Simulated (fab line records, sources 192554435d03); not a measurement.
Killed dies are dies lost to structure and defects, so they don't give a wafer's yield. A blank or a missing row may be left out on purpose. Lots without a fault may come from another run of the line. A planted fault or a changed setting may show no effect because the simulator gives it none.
fab line records | flow n5_finfet
record lots=7 wafers=21
route steps=1938 shown BEOL_M3@963 BEOL_M4@1023 BEOL_M5@1116
start_h: hours from the record's first day to the start of the lot's first wafer shown | wait_h: hours since the lot's step before | " the same as in the row above | L1.1+2: a row that stands for several wafers | - no value, or no start given | * or withheld: withheld | < > ~ a bound
route shown NAME@n: a module of which the file shows steps, and the number in the route of the first | usual: mean/standard deviation of fault-free wafers | same: alike in all rows | chamber/n: place in a boat | sites: the reading at each site | _std_site: their standard deviation | _edge_site: outer sites' mean less inner sites' | radius_mm: how far each site lies from the wafer's centre | mask NAME#n: copy n | behind: the tool/chamber that last shaped the wafer | hold: why the lot was held/for how many hours/how that ended | device: the transistor (n, p or np) that didn't switch | end of line: the same wafers' tests at the end of the route | a step without rows: its recipe alone | killed: dies lost to structure and defects at the first sort, not the wafer's yield | map: a wafer's dies, x killed, . not, _ none there
set.NAME: the setting as run; set.NAME@STEP: as run at that earlier step | model.NAME: the simulator's own value behind a step, which no gauge read
lots whose settings were changed on purpose; a table a step, a row a wafer
## steps
# step N5_BEOL_M3_EXPOSE_25
# recipe mask_id=V2 na=0.33 source_shape=quasar sigma_inner=0.2 sigma_outer=0.8 polarization=unpolarized defocus_nm=5 dose_mj=63
# columns lot.wafer tool chamber start_h wait_h mask set.dose_mj
L074.1+5 euv_scanner-01 0 150.03 - V2#0 65.92
L074.6 " 0 " " V2#0 63
L076.1+5+6 euv_scanner-01 0 150.26 - V2#0 63
L084.1+3+6 euv_scanner-01 0 205.63 - V2#0 63
L085.1+5+6 euv_scanner-01 0 219.31 - V2#0 63
L087.1+3 euv_scanner-01 0 231.89 - V2#0 65.15
L087.2 " 0 " " V2#0 63
L089.4+6 euv_scanner-01 0 248.56 - V2#0 59.75
L089.5 " 0 " " V2#0 63
L094.2+5+6 euv_scanner-01 0 263.94 - V2#0 63
# step N5_BEOL_M3_PEB_26
# recipe peb_temp_c=100 peb_time_s=60 resist=CAR-EUV
# step N5_BEOL_M3_DEVELOP_27
# recipe develop_time_s=30 developer=TMAH resist=CAR-EUV rinse_liquid=surfactant_rinse dry=air_spin dev_temp_c=23
# step N5_BEOL_M3_CD_MEAS_28
# recipe target_cd_nm=25.7 landing_energy_ev=500 detector=se_inlens target_cd_y_nm=23.3 polarity=opening
# usual cd_nm=25.67/0.23
# columns lot.wafer tool chamber start_h wait_h set.dose_mj@BEOL_M3_EXPOSE_25 cd_nm
L074.1 cd_sem-02 0 150.18 - 65.92 26.45
L074.5 " 0 " " 65.92 26.26
L074.6 " 0 " " 63 25.62
L076.1 cd_sem-02 0 150.40 - 63 25.79
L076.5 " 0 " " 63 25.26
L076.6 " 0 " " 63 25.78
L084.1 cd_sem-03 0 205.77 - 63 26.10
L084.3 " 0 " " 63 25.92
L084.6 " 0 " " 63 25.97
L085.1 cd_sem-03 0 219.46 - 63 25.99
L085.5 " 0 " " 63 26.14
L085.6 " 0 " " 63 25.99
L087.1 cd_sem-03 0 232.03 - 65.15 26.69
L087.2 " 0 " " 63 25.44
L087.3 " 0 " " 65.15 26.37
L089.4 cd_sem-03 0 248.69 - 59.75 24.61
L089.5 " 0 " " 63 25.92
L089.6 " 0 " " 59.75 25.05
L094.2 cd_sem-02 0 264.08 - 63 25.30
L094.5 " 0 " " 63 25.41
L094.6 " 0 " " 63 25.31
# step N5_BEOL_M3_DESCUM_33
# recipe chemistry=O2 time_s=7 source_power_w=50 bias_power_w=20 pressure_mtorr=20 rf_frequency_hz=2.712e+07 temp_c=40 resist=CAR-EUV o2_flow_sccm=225
# step N5_BEOL_M3_ETCH_77
# recipe chemistry=N2/H2 target=underlayer target_depth_a=65 mask_material=CAR-EUV time_s=5.2 ion_energy_ev=200 pressure_mtorr=30 source_w=840 bias_w=150 n2_flow_sccm=200 h2_flow_sccm=200 ends=cleared
# step N5_BEOL_M3_ETCH_69
# recipe chemistry=CF4 target=SiARC target_depth_a=156 mask_material=CAR-EUV time_s=26 ion_energy_ev=80 pressure_mtorr=40 source_w=545 bias_w=36 Ar_flow_sccm=100 cf4_flow_sccm=100 ends=cleared
# columns lot.wafer tool chamber start_h wait_h set.spin_rpm@BEOL_M3_COAT_68 model.etch.depth_nm
L074.1 rie_diel-01 3 150.35 0.0 1500 12.01
L074.5 " 1 " " 1626 11.54
L074.6 " 0 " " 1500 12.03
L076.1 rie_diel-03 2 150.68 0.0 1340 12.76
L076.5 " 0 " " 1340 12.72
L076.6 " 1 " " 1500 12.05
L084.1 rie_diel-06 0 205.95 0.0 1500 11.96
L084.3+6 " 3,2 " " 1500 11.97
L085.1 rie_diel-06 2 219.63 0.0 1500 12.01
L085.5 " 3 " " 1500 12.03
L085.6 " 0 " " 1500 12
L087.1 rie_diel-01 1 232.21 0.0 1500 12.04
L087.2 " 0 " " 1662 11.45
L087.3 " 3 " " 1662 11.44
L089.4 rie_diel-06 3 248.89 0.0 1500 11.93
L089.5+6 " 1,0 " " 1500 11.96
L094.2 rie_diel-01 0 264.87 0.0 1500 11.98
L094.5 " 1 " " 1500 11.97
L094.6 " 0 " " 1500 11.96
# step N5_BEOL_M4_PECVD_72
# recipe material=SiO2 target_thk_a=160 temp_c=400 precursor=TEOS/O2 pressure_torr=5.5 rf_w=450 teos_flow_sccm=53.8 gas=O2 flow_sccm=3000 time_s=18
# columns lot.wafer tool chamber start_h wait_h set.temp_c model.SiO2_of_BEOL_M4_PECVD_72.thk_nm
L074.1 pecvd-03 2 155.29 0.0 400 15.8
L074.5 " 1 " " 400 16
L074.6 " 0 " " 400 16.2
L076.1 pecvd-03 1 156.88 0.0 400 15.8
L076.5+6 " 0,2 " " 400 16.2
L084.1+3 pecvd-01 1,2 212.90 0.0 400 16
L084.6 " 0 " " 400 16.2
L085.1 pecvd-04 2 224.12 0.0 382.9 17.6
L085.5 " 0 " " 382.9 17.8
L085.6 " 2 " " 400 16.2
L087.1+3 pecvd-03 0,2 243.43 0.0 400 16
L087.2 " 1 " " 400 15.8
L089.4 pecvd-03 0 258.97 0.1 400 16.2
L089.5 " 1 " " 400 16.4
L089.6 " 2 " " 400 16
L094.2 pecvd-03 0 275.20 0.0 382.3 17.8
L094.5 " 2 " " 382.3 18
L094.6 " 0 " " 400 16.4
# step N5_BEOL_M4_COAT_05
# recipe resist=CAR-EUV spin_rpm=1500 resist_thk_nm=30
# columns lot.wafer tool chamber start_h wait_h set.spin_rpm model.CAR-EUV_of_BEOL_M4_COAT_05.thk_nm
L074.1 litho_track-01 0 - - 1663 28.6
L074.5+6 " 0 " " 1500 30
L076.1 litho_track-04 0 - - 1500 30.2
L076.5+6 " 0 " " 1500 30
L084.1+3+6 litho_track-04 0 - - 1500 30
L085.1 litho_track-04 0 - - 1444 30.6
L085.5+6 " 0 " " 1500 30
L087.1+3 litho_track-04 0 - - 1500 30.2
L087.2 " 0 " " 1500 30
L089.4 litho_track-01 0 - - 1500 30.2
L089.5 " 0 " " 1595 29
L089.6 " 0 " " 1595 29.2
L094.2 litho_track-04 0 - - 1500 30.2
L094.5 " 0 " " 1656 28.6
L094.6 " 0 " " 1500 30
# step N5_BEOL_M4_EBR_07
# recipe solvent=PGMEA ebr_width_mm=1.5
# step N5_BEOL_M4_SOFTBAKE_06
# recipe temp_c=110 time_s=60 resist=CAR-EUV
# step N5_BEOL_M4_STRIP_97
# recipe chemistry=N2/H2 time_s=10 power_w=450 temp_c=40 pressure_mtorr=20 rf_frequency_hz=6e+07 bias_power_w=7 n2_flow_sccm=200 h2_flow_sccm=200
# step N5_BEOL_M4_HM_STRIP_39
# recipe chemistry=peroxide_tin_strip material=TiN target_depth_a=250 temp_c=50 time_s=158
# columns lot.wafer tool chamber start_h wait_h set.temp_c@BEOL_M4_PECVD_72 model.SiO2_of_BEOL_M4_PECVD_72.thk_nm
L074.1 wet_bench-02 1 158.97 0.0 400 15.6
L074.5 " 2 " " 400 15.8
L074.6 " 5 " " 400 16.2
L076.1 wet_bench-04 2 161.21 0.0 400 15.6
L076.5 " 3 " " 400 16.2
L076.6 " 5 " " 400 16
L084.1 wet_bench-04 2 216.91 0.0 400 16
L084.3 " 3 " " 400 15.8
L084.6 " 1 " " 400 16.2
L085.1 wet_bench-04 4 234.48 0.0 382.9 17.6
L085.5 " 5 " " 382.9 17.8
L085.6 " 0 " " 400 16
L087.1+3 wet_bench-03 3,2 252.01 0.0 400 15.8
L087.2 " 5 " " 400 15.6
L089.4+5 wet_bench-03 4,1 271.10 0.0 400 16.2
L089.6 " 2 " " 400 16
L094.2+5 wet_bench-02 1,5 278.65 0.0 382.3 17.8
L094.6 " 7 " " 400 16.2
# step N5_BEOL_M5_HM_DEP_02
# recipe material=TiN target_thk_a=200 temp_c=25 chamber_pressure_pa=0.49996
# columns lot.wafer tool chamber start_h wait_h set.target_thk_a model.TiN_of_BEOL_M5_HM_DEP_02.thk_nm
L074.1 pvd_sputter-03 - 165.33 0.2 200 20
L074.5 " - " " 200 20.2
L074.6 " - " " 182.1 18.4
L076.1 pvd_sputter-03 - 167.98 0.6 215.6 21.4
L076.5 " - " " 200 19.8
L076.6 " - " " 200 20
L084.1 pvd_sputter-02 - 225.37 1.6 200 20
L084.3 " - " " 200 20.2
L084.6 " - " " 200 20.4
L085.1 pvd_sputter-03 - 241.30 0.9 220.8 21.8
L085.5 " - " " 200 20
L085.6 " - " " 200 19.8
L087.1 pvd_sputter-03 - 258.29 0.3 208.8 21
L087.2+3 " - " " 200 20.2
L089.4+5+6 pvd_sputter-01 - 279.48 0.2 214.1 21.8
L094.2 pvd_sputter-02 - 284.20 0.0 200 20
L094.5 " - " " 200 19.4
L094.6 " - " " 190.8 19
# step N5_BEOL_M5_COAT_59
# recipe resist=SOC temp_c=250 time_s=60 spin_rpm=1500 resist_thk_nm=60
# columns lot.wafer tool chamber start_h wait_h set.temp_c
L074.1+6 litho_track-03 0 165.45 0.1 250
L074.5 " 0 " " 257.5
L076.1 litho_track-04 0 168.11 0.1 245.3
L076.5+6 " 0 " " 250
L084.1+3+6 litho_track-04 0 225.50 0.1 250
L085.1+5 litho_track-04 0 241.43 0.1 250
L085.6 " 0 " " 253.3
L087.1+3 litho_track-05 0 258.41 0.1 250
L087.2 " 0 " " 256.1
L089.4+5+6 litho_track-03 0 279.61 0.1 250
L094.2 litho_track-05 0 284.33 0.1 240.5
L094.5+6 " 0 " " 250
# step N5_BEOL_M5_COAT_60
# recipe resist=SiARC temp_c=220 time_s=60 spin_rpm=1500 resist_thk_nm=12
# step N5_BEOL_M5_COAT_71
# recipe resist=underlayer temp_c=205 time_s=60 spin_rpm=1500 resist_thk_nm=5
# step N5_BEOL_M5_STRIP_73
# recipe chemistry=N2/H2 temp_c=40 n2_flow_sccm=200 h2_flow_sccm=200 rf_frequency_hz=6e+07
# step N5_BEOL_M5_STRIP_64
# recipe chemistry=CF4 resist=SiARC power_w=300 bias_power_w=75 pressure_mtorr=50 cf4_flow_sccm=150 rf_frequency_hz=6e+07
# step N5_BEOL_M5_HM_OPEN_17
# recipe chemistry=Cl2/BCl3 target_depth_a=200 overetch_a=60 target=TiN mask_material=SOC ion_energy_ev=150 pressure_mtorr=10 icp_w=1000 bias_w=126 Cl2_flow_sccm=53.25 bcl3_flow_sccm=21.75 Ar_flow_sccm=25
# columns lot.wafer tool chamber start_h wait_h set.target_thk_a@BEOL_M5_HM_DEP_02 model.etch.depth_nm
L074.1 rie_metal-03 0 166.22 0.0 200 19.99
L074.5 " 1 " " 200 20.12
L074.6 " 0 " " 182.1 18.35
L076.1 rie_metal-01 1 168.87 0.0 215.6 21.47
L076.5 " 1 " " 200 19.82
L076.6 " 0 " " 200 20.05
L084.1 rie_metal-02 1 227.11 0.0 200 20.08
L084.3 " 1 " " 200 20.27
L084.6 " 0 " " 200 20.34
L085.1 rie_metal-03 1 242.20 0.0 220.8 21.84
L085.5 " 0 " " 200 20
L085.6 " 1 " " 200 19.82
L087.1 rie_metal-01 0 259.85 0.0 208.8 21.03
L087.2 " 1 " " 200 20.21
L087.3 " 1 " " 200 20.24
L089.4 rie_metal-02 1 280.73 0.1 214.1 21.83
L089.5 " 1 " " 214.1 21.89
L089.6 " 0 " " 214.1 21.87
L094.2 rie_metal-02 0 288.31 0.1 200 19.95
L094.5 " 1 " " 200 19.47
L094.6 " 0 " " 190.8 18.9
# step N5_BEOL_M5_TRENCH_ETCH_37
# recipe chemistry=C4F6/O2 target_depth_a=716.52 target=SiCOH_lowk time_s=24.7 ion_energy_ev=250 pressure_mtorr=30 source_w=345 bias_w=185 Ar_flow_sccm=300 C4F6_flow_sccm=10 O2_flow_sccm=10
# usual rf_vpp_V=662/12
# columns lot.wafer tool chamber start_h wait_h set.bias_w set.target_thk_a@BEOL_M5_HM_DEP_02 rf_vpp_V model.TiN_of_BEOL_M5_HM_DEP_02.thk_nm model.BEOL_M5.feature_depth_nm model.etch.depth_nm
L074.1 rie_diel-03 0 - - 160.9 200 607 18 69.4 69.37
L074.5 " 0 " " 160.9 200 607 18.2 69.8 69.81
L074.6 " 1 " " 185 182.1 674 16.2 71.6 71.58
L076.1 rie_diel-01 1 - - 160.2 215.6 581 19.6 68.8 68.77
L076.5 " 2 " " 160.2 200 595 17.8 70 70.02
L076.6 " 0 " " 160.2 200 576 18.2 69.4 69.43
L084.1 rie_diel-01 3 - - 185 200 654 18 73.2 73.25
L084.3 " 2 " " 185 200 668 18.2 73.2 73.16
L084.6 " 2 " " 185 200 668 18.2 73.4 73.36
L085.1 rie_diel-06 0 - - 207 220.8 707 19.6 73.4 73.34
L085.5 " 3 " " 207 200 733 17.6 75.2 75.2
L085.6 " 0 " " 207 200 706 17.6 73.4 73.47
L087.1 rie_diel-01 0 - - 214.8 208.8 724 18.8 75.8 75.86
L087.2 " 1 " " 185 200 651 18 72.4 72.43
L087.3 " 2 " " 185 200 669 18 72.4 72.35
L089.4 rie_diel-01 0 - - 185 214.1 646 19.6 73.4 73.34
L089.5 " 2 " " 164.2 214.1 606 19.8 70.4 70.48
L089.6 " 1 " " 164.2 214.1 593 19.8 70.2 70.3
L094.2 rie_diel-03 0 - - 185 200 676 17.8 71.8 71.78
L094.5 " 0 " " 216.4 200 766 17.2 75.4 75.42
L094.6 " 1 " " 216.4 190.8 761 16.6 75.4 75.44
# step N5_BEOL_M5_ETCH_41
# recipe chemistry=CH3F/O2 target=SiCN target_depth_a=315 taper_deg=2 time_s=56.7 ion_energy_ev=120 mask_material=TiN pressure_mtorr=30 source_w=395 bias_w=75 Ar_flow_sccm=150 CH3F_flow_sccm=30 O2_flow_sccm=20
# usual rf_vpp_V=296.6/1.3
# columns lot.wafer tool chamber start_h wait_h set.source_w rf_vpp_V model.etch.depth_nm
L074.1 rie_diel-03 0 - - 448.9 286.2 22.88
L074.5 " 0 " " 395 297.1 21.83
L074.6 " 1 " " 395 296.8 21.25
L076.1 rie_diel-01 1 - - 395 294.8 21.81
L076.5 " 2 " " 395 298.4 22.15
L076.6 " 0 " " 395 297.3 21.9
L084.1 rie_diel-01 3 - - 395 297.4 22.01
L084.3 " 2 " " 395 297.1 21.95
L084.6 " 2 " " 395 295.2 22.01
L085.1 rie_diel-06 0 - - 329.9 315.1 19.8
L085.5 " 3 " " 395 296.6 21.62
L085.6 " 0 " " 329.9 311.9 19.91
L087.1 rie_diel-01 0 - - 395 296.4 21.7
L087.2 " 1 " " 395 295.3 21.74
L087.3 " 2 " " 438.1 286.3 22.81
L089.4 rie_diel-01 0 - - 376.4 300.8 21.18
L089.5 " 2 " " 376.4 299.7 21.36
L089.6 " 1 " " 395 295.7 21.78
L094.2 rie_diel-03 0 - - 395 296.2 21.54
L094.5 " 0 " " 395 296.6 21.55
L094.6 " 1 " " 395 297.0 21.39
# step N5_BEOL_M5_STRIP_91
# recipe chemistry=N2/H2 time_s=10 power_w=450 temp_c=40 pressure_mtorr=20 rf_frequency_hz=6e+07 bias_power_w=7 n2_flow_sccm=200 h2_flow_sccm=200
# step N5_BEOL_M5_OCD_MEAS_38
# usual trench_depth_nm=71.8/1.2
# columns lot.wafer tool chamber start_h wait_h set.bias_w@BEOL_M5_TRENCH_ETCH_37 trench_depth_nm
L074.1 ocd-02 - 169.67 - 160.9 69.1
L074.5 " - " " 160.9 70.0
L074.6 " - " " 185 71.5
L076.1 ocd-02 - 170.04 - 160.2 69.1
L076.5 " - " " 160.2 69.9
L076.6 " - " " 160.2 69.4
L084.1 ocd-02 - 230.05 - 185 72.8
L084.3 " - " " 185 72.8
L084.6 " - " " 185 73.6
L085.1 ocd-02 - 244.44 - 207 73.1
L085.5 " - " " 207 75.2
L085.6 " - " " 207 73.5
L087.1 ocd-02 - 261.46 - 214.8 75.8
L087.2 " - " " 185 72.2
L087.3 " - " " 185 72.5
L089.4 ocd-02 - 284.78 - 185 73.2
L089.5 " - " " 164.2 70.1
L089.6 " - " " 164.2 70.0
L094.2 ocd-02 - 291.51 - 185 71.6
L094.5 " - " " 216.4 75.5
L094.6 " - " " 216.4 75.9
## key
split step=N5_BEOL_M3_EXPOSE_25 setting=dose_mj stated=63 by=wafer
response step=N5_BEOL_M3_CD_MEAS_28 reading=cd_nm change=+0.213 per=1% r=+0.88
split step=N5_BEOL_M4_PECVD_72 setting=temp_c stated=400 by=wafer
response step=N5_BEOL_M4_PECVD_72 reading=model.SiO2_of_BEOL_M4_PECVD_72.thk_nm change=-0.345 per=1% r=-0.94
response step=N5_BEOL_M4_HM_STRIP_39 reading=model.SiO2_of_BEOL_M4_PECVD_72.thk_nm change=-0.379 per=1% r=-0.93
split step=N5_BEOL_M4_COAT_05 setting=spin_rpm stated=1500 by=wafer
response step=N5_BEOL_M4_COAT_05 reading=model.CAR-EUV_of_BEOL_M4_COAT_05.thk_nm change=-0.143 per=1% r=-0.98
split step=N5_BEOL_M5_HM_DEP_02 setting=target_thk_a stated=200 by=wafer
response step=N5_BEOL_M5_HM_DEP_02 reading=model.TiN_of_BEOL_M5_HM_DEP_02.thk_nm change=+0.184 per=1% r=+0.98
response step=N5_BEOL_M5_HM_OPEN_17 reading=model.etch.depth_nm change=+0.188 per=1% r=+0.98
response step=N5_BEOL_M5_TRENCH_ETCH_37 reading=model.TiN_of_BEOL_M5_HM_DEP_02.thk_nm change=+0.2 per=1% r=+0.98
split step=N5_BEOL_M5_COAT_59 setting=temp_c stated=250 by=wafer
response none clear
split step=N5_BEOL_M5_TRENCH_ETCH_37 setting=bias_w stated=185 by=wafer
response step=N5_BEOL_M5_TRENCH_ETCH_37 reading=rf_vpp_V change=+4.65 per=1% r=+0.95
response step=N5_BEOL_M5_TRENCH_ETCH_37 reading=model.BEOL_M5.feature_depth_nm change=+0.21 per=1% r=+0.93
response step=N5_BEOL_M5_TRENCH_ETCH_37 reading=model.etch.depth_nm change=+0.21 per=1% r=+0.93
response step=N5_BEOL_M5_OCD_MEAS_38 reading=trench_depth_nm change=+0.22 per=1% r=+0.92
split step=N5_BEOL_M5_ETCH_41 setting=source_w stated=395 by=wafer
response step=N5_BEOL_M5_ETCH_41 reading=rf_vpp_V change=-0.919 per=1% r=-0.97
response step=N5_BEOL_M5_ETCH_41 reading=model.etch.depth_nm change=+0.103 per=1% r=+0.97
split outside_this_file step=N5_BEOL_M3_COAT_68 setting=spin_rpm
# split outside_this_file: this setting was split too, and the file shows its column; the key of that split is in another file
